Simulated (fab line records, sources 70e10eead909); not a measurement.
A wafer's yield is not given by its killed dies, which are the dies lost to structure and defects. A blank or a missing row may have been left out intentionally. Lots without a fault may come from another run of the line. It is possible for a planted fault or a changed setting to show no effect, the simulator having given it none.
Struck lot and sound lot, side by side -- flow nandHarc -- 13 out of 1302 route steps
Sound: wafers L334.1, L334.2, L334.4. Struck: wafer L341.3; the same lot's L341.4 was not struck, so it is left out; see the end for the cause.
Order at every step that has rows: each side's tool, ch and its chambers, its first start. Under that, the readings that differ: sound wafers -- struck wafers -- difference of the means -- sigmas: that difference in standard deviations of wafers without a fault.
alike: same words and numbers on both sides, and readings whose means sit less than 2 such deviations apart. not compared: any withheld reading, any reading some wafer has no value for, any bound like >300 that may hide the same value, and any number with overlapping values for which the record gives no deviation.
The two part at a step that has a row with sigmas, a row that says differs or no value, or rows on one side only. When numbers do not overlap yet have no deviation, they are printed without sigmas and do not part them. A reading that every wafer of one side lacks parts them only if that side has two wafers or more.

first, 4 steps without rows for these wafers: NHARC_A_WL_FILL_STRIP_28 (strips in post etch residue remover, time 1200 s); NHARC_A_WL_FILL_PRECLEAN_06 (cleans in DIW, time 300 s); NHARC_A_WL_FILL_SRD_07; NHARC_A_WL_FILL_ANNEAL_08 (time 1800 s).
NHARC_A_WL_FILL_ALD_10: deposits SiO2, target thk 50 nm, pulse time 10 s, ald cycles 500.
  sound on aldHk-04 ch 1,2,3, day 24 16:05; struck on aldHk-02 ch 0, day 27 04:05
  alike: heaterPowerW, precursorPulseHeightRel
NHARC_A_WL_FILL_ETCHBACK_16: etches the open film in C4F8/O2/Ar, target depth 120 nm, time 24 s.
  sound on rieDiel-10 ch 0,2,3; struck on rieDiel-01 ch 2
reading,sound,struck,difference,sigmas
rfHoursCounterH (h),8.4 8.6 8.7,1.9,-6.7,
  alike: oesProductAu, rfVppV
NHARC_A_WL_FILL_STRIP_29: strips in O2, time 20 s.
  sound on rieDiel-10 ch 0,1,2, day 24 20:51; struck on rieDiel-01 ch 1, day 27 07:45
reading,sound,struck,difference,sigmas
rfHoursCounterH (h),8.4 8.3 8.6,1.9,-6.5,
  alike: drypumpMotorCurrentA, oesProductAu, rfVppV, showerheadPlenumPTorr, throttleValvePct
NHARC_A_WL_FILL_ETCHBACK_17: etches the open film in Cl2/BCl3, target depth 4 nm, time 26.7 s.
  sound on rieMetal-03 ch 0,1, day 24 20:56; struck on rieMetal-03 ch 1, day 27 07:52
  alike: drypumpMotorCurrentA, heBacksideLeakSccm, oesProductAu
  not compared: rfHoursCounterH
then, 3 steps without rows for these wafers: NHARC_A_WL_FILL_PRECLEAN_18 (cleans in dHF, time 30 s); NHARC_A_WL_FILL_SRD_21; NHARC_A_WL_FILL_CVD_23 (deposits poly-Si, target thk 40 nm, time 800 s).
NHARC_A_WL_FILL_ETCHBACK_26: etches the open film in HBr, target depth 52 nm, time 13.3 s.
  sound on rieSi-01 ch 0,2,3, day 25 02:10; struck on rieSi-01 ch 1, day 27 13:00
reading,sound,struck,difference,sigmas
oesProductAu (a.u.),0.998 0.999 0.993,1.382,+0.385,+61
rfHoursCounterH (h),0.1 0.1 0.1,0.6,+0.5,
  alike: drypumpMotorCurrentA, heBacksideLeakSccm, throttleValvePct
then, 1 step without rows for these wafers: NHARC_A_WL_FILL_PRECLEAN_30 (cleans in dHF, time 10 s).

WHERE THEY PART
Only at NHARC_A_WL_FILL_ETCHBACK_26, as far as this record shows.

WHY: the cause the simulator had injected
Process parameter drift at NHARC_A_WL_FILL_ETCHBACK_26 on rieSi-01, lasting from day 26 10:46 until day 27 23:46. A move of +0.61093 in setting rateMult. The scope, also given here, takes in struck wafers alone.
